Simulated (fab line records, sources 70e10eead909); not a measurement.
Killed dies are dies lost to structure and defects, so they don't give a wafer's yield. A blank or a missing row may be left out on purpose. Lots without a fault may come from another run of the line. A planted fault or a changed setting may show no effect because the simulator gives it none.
A struck lot beside a sound one | flow nand_harc | 16 steps out of a route of 1302
Sound: wafers L277.2, L277.3, L277.5. Struck: wafer L269.5. (L269.2, L269.3 of the same lot were not struck and are left out.) The cause comes at the end.
At each step with rows: each side's tool, then ch and its chambers, then its first start. Under that, the readings that differ: sound wafers | struck wafers | difference of the means | sigmas: that difference in standard deviations of wafers without a fault.
alike: readings whose means differ by less than 2 such deviations, and words and numbers that are the same on both sides. not compared: withheld readings, readings that some wafer has no value for, bounds like >300 that may hide the same value, and numbers for which the record gives no deviation and whose values overlap.
The two part at a step that has a row with sigmas, a row that says differs or no value, or rows on one side only. Numbers that don't overlap but have no deviation are shown without sigmas and don't part them. A reading that every wafer of one side lacks parts them only if that side has two wafers or more.

NHARC_A_M0_OVL_MEAS_10: pitch 160 nm.
  sound on overlay-02, day 30 09:39; struck on overlay-02, day 27 21:47
  reading           | sound       | struck | difference | sigmas
  overlay_x_nm (nm) | 1.2 0.6 1.6 | -1.6   | -2.7       | -3
  alike: overlay_y_nm
NHARC_A_M0_INSPECT_11:
  sound on defect_inspect-02, day 30 09:41; struck on defect_inspect-02, day 27 21:50
  reading          | sound       | struck | difference | sigmas
  raw_defect_count | 160 157 147 | 14     | -141       | -4
NHARC_A_M0_DESCUM_14: chemistry O2, time 3 s.
  sound on rie_diel-09 ch 0,3, day 30 09:45; struck on rie_diel-11 ch 0, day 27 21:55
  reading               | sound             | struck | difference | sigmas
  oes_product_au (a.u.) | 0.990 0.992 1.000 | 1.017  | +0.023     | +3
  alike: chamber_pressure_mTorr, drypump_motor_current_A, o2_flow_sccm, rf_vpp_V, showerhead_plenum_p_Torr, throttle_valve_pct
  not compared: rf_hours_counter_h
NHARC_A_M0_ETCH_34: etches the open film in N2/H2, target depth 40 nm, overetch 12 nm, time 43.94 s.
  sound on rie_diel-09 ch 0,1,3, day 30 09:50; struck on rie_diel-11 ch 0, day 27 21:59
  alike: chamber_pressure_mTorr, drypump_motor_current_A, oes_product_au, rf_vpp_V, showerhead_plenum_p_Torr, throttle_valve_pct
  not compared: rf_hours_counter_h
then, 1 step without rows for these wafers: NHARC_A_M0_ETCH_15 (etches the open film in C4F8/Ar, target depth 150 nm, overetch 15 nm, time 82.5 s).
NHARC_A_M0_CD_MEAS_16:
  sound on cd_sem-03, day 30 10:05; struck on cd_sem-01, day 27 22:15
  reading    | sound          | struck | difference | sigmas
  cd_nm (nm) | 80.1 80.9 81.2 | 78.3   | -2.4       | -3
NHARC_A_M0_STRIP_18: strips in N2/H2.
  sound on rie_diel-05 ch 0,2,3, day 30 10:10; struck on rie_diel-05 ch 3, day 27 22:22
  reading      | sound          | struck | difference | sigmas
  rf_vpp_V (V) | 89.9 91.7 89.5 | 92.1   | +1.7       | +2
  alike: chamber_pressure_mTorr, drypump_motor_current_A, oes_product_au, showerhead_plenum_p_Torr, throttle_valve_pct
  not compared: rf_hours_counter_h
then, 1 step without rows for these wafers: NHARC_A_M0_STRIP_19 (strips in post etch residue remover, time 600 s).
NHARC_A_M0_DEGAS_28: time 60 s.
  sound on pvd_sputter-01, day 30 10:46; struck on pvd_sputter-01, day 27 22:53
  alike: heater_power_w
NHARC_A_M0_PRE_CLEAN_29: time 30 s.
  sound on pvd_sputter-01; struck on pvd_sputter-01
  alike: heater_power_w
then, 2 steps without rows for these wafers: NHARC_A_M0_PVD_20 (deposits TaN, target thk 5 nm, time 8.06 s); NHARC_A_M0_PVD_21 (deposits Cu, target thk 30 nm, time 20.49 s).
NHARC_A_M0_ECD_22: material Cu, target thk 400 nm.
  sound on ecd_cu-02 ch 0,1, day 30 11:07; struck on ecd_cu-01 ch 0,1, day 27 23:14
then, 1 step without rows for these wafers: NHARC_A_M0_ANNEAL_30 (time 90 s).
NHARC_A_M0_CMP_23: polishes, t overpolish 20 s, target thk 113.75 nm.
  sound on cmp-01 ch 0,1,3, day 30 11:50; struck on cmp-01 ch 2, day 27 23:59
  reading                | sound          | struck | difference | sigmas
  time_to_endpoint_s (s) | 28.1 29.5 28.1 | 9.7    | -18.9      | -7
  alike: motor_current_A, slurry_filter_dp_kPa
NHARC_A_M0_THK_MEAS_24: measures by xrf.
  sound on film_metro-02, day 30 12:10; struck on film_metro-02, day 28 00:16
  alike: thk_nm

WHERE THEY PART
First at NHARC_A_M0_OVL_MEAS_10; last, within this record, at NHARC_A_M0_CMP_23. Later steps at which nothing parts them and some readings are alike: NHARC_A_M0_THK_MEAS_24.

WHY: what the simulator had put in
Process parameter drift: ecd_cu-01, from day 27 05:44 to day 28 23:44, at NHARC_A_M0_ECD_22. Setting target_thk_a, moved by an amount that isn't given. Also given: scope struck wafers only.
